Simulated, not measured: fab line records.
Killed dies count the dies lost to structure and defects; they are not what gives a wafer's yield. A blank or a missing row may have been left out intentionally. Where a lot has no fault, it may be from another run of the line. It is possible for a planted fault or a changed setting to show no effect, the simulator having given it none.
3 desks looking at one fault	flow nand-harc	every desk sees just its own numbers, and what lay behind them comes last

METROLOGY DESK
Lot by lot, what the gauges showed, no matter which tool ran the lot: averages of those sampled wafers that carry a number. Any lot whose mean is over 4 standard deviations away from the usual mean is out of limits and marked OUT; that distance is given in the brackets.
Columns: A = cd-nm at NHARC_A_CHANNEL_HOLE_D2_CD_MEAS_31, usual 89.4 nm
lot	first seen here	A
L410	day 15 01:32	89.6
L411	day 15 01:32	89.2
L414	day 16 11:31	89.9
L415	day 16 16:52	89.4
L416	day 17 17:16	90.3
L417	day 18 12:01	0.7 (-68) OUT
L420	day 19 07:23	0.1 (-69) OUT
L429	day 23 00:03	90.2
L428	day 23 03:22	90.0
L430	day 23 12:48	88.8
Finding of this desk: L417, L420 out of limits; the first was L417 at day 18 12:01, on cd-nm at NHARC_A_CHANNEL_HOLE_D2_CD_MEAS_31. L410, L411, L414, L415, L416, L429, L428, L430: within limits.

DESK OF THE TOOL OWNER: har-etch-02
The tool's own readings at NHARC_A_CHANNEL_HOLE_D2_ETCH_25 (etches the open film in C4F8/O2/Ar, time 1040.2 s, target depth 1500 nm): means of the sampled wafers that have a number, for each lot that ran on this tool. Any lot whose mean is over 4 standard deviations away from the usual mean is out of limits and marked OUT; that distance is given in the brackets.
Columns: A = c4f8-flow-sccm at NHARC_A_CHANNEL_HOLE_D2_ETCH_25, usual 93.78 sccm; B = chamber-pressure-mTorr at NHARC_A_CHANNEL_HOLE_D2_ETCH_25, usual 20.002 mTorr; C = drypump-motor-current-A at NHARC_A_CHANNEL_HOLE_D2_ETCH_25, usual 5.5 A; D = he-backside-leak-sccm at NHARC_A_CHANNEL_HOLE_D2_ETCH_25, usual 6.1 sccm; E = o2-flow-sccm at NHARC_A_CHANNEL_HOLE_D2_ETCH_25, usual 31.21 sccm; F = showerhead-plenum-p-Torr at NHARC_A_CHANNEL_HOLE_D2_ETCH_25, usual 3.64 Torr; G = throttle-valve-pct at NHARC_A_CHANNEL_HOLE_D2_ETCH_25, usual 32.235 %
lot	first seen here	A	B	C	D	E	F	G
L411	day 14 22:36	94.05	19.992	5.3	6.0	31.09	3.66	32.234
L415	day 16 14:24	93.64	19.992	5.8	6.3	31.37	3.53	32.239
L429	day 22 21:18	93.85	19.993	5.5	5.4	31.23	3.81	32.235
L430	day 23 10:28	93.83	20.013	5.3	5.3	31.17	3.73	32.230
This desk found nothing out of limits on any of the 4 lots.

THE DEFECT DESK
For each lot, the counts of the inspections along the route, averaged over the sampled wafers that have a number. Any lot whose mean is over 4 standard deviations away from the usual mean is out of limits and marked OUT; that distance is given in the brackets.
Columns: A = raw-defect-count at NHARC_A_CHANNEL_HOLE_D2_INSPECT_40, usual 295
lot	first seen here	A
L410	day 15 01:43	218
L411	day 15 01:44	347
L414	day 16 11:43	450
L415	day 16 17:04	326
L416	day 17 17:28	387
L417	day 18 12:11	231
L420	day 19 07:34	271
L429	day 23 00:14	228
L428	day 23 03:33	316
L430	day 23 12:59	234
This desk found nothing out of limits on any of the 10 lots.

PUT TOGETHER
At day 18 12:01 the metrology desk could have sounded an alarm, on L417, L420.
Nothing out of limits was seen by the tool owner's desk.
Nothing the defect desk looked at was out of limits.
The tool owner's desk has no number on record for L417, L420.
The defect desk has L417, L420 on record, within its limits.
All the named lots went through NHARC_A_CHANNEL_HOLE_D2_ETCH_25 on har-etch-02.

WHAT WAS PUT IN BY THE SIMULATOR
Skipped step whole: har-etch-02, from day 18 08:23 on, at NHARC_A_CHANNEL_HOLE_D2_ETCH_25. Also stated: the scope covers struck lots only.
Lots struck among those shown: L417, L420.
Hours from the fault's start to each desk's first reading out of limits: the metrology desk, 4.
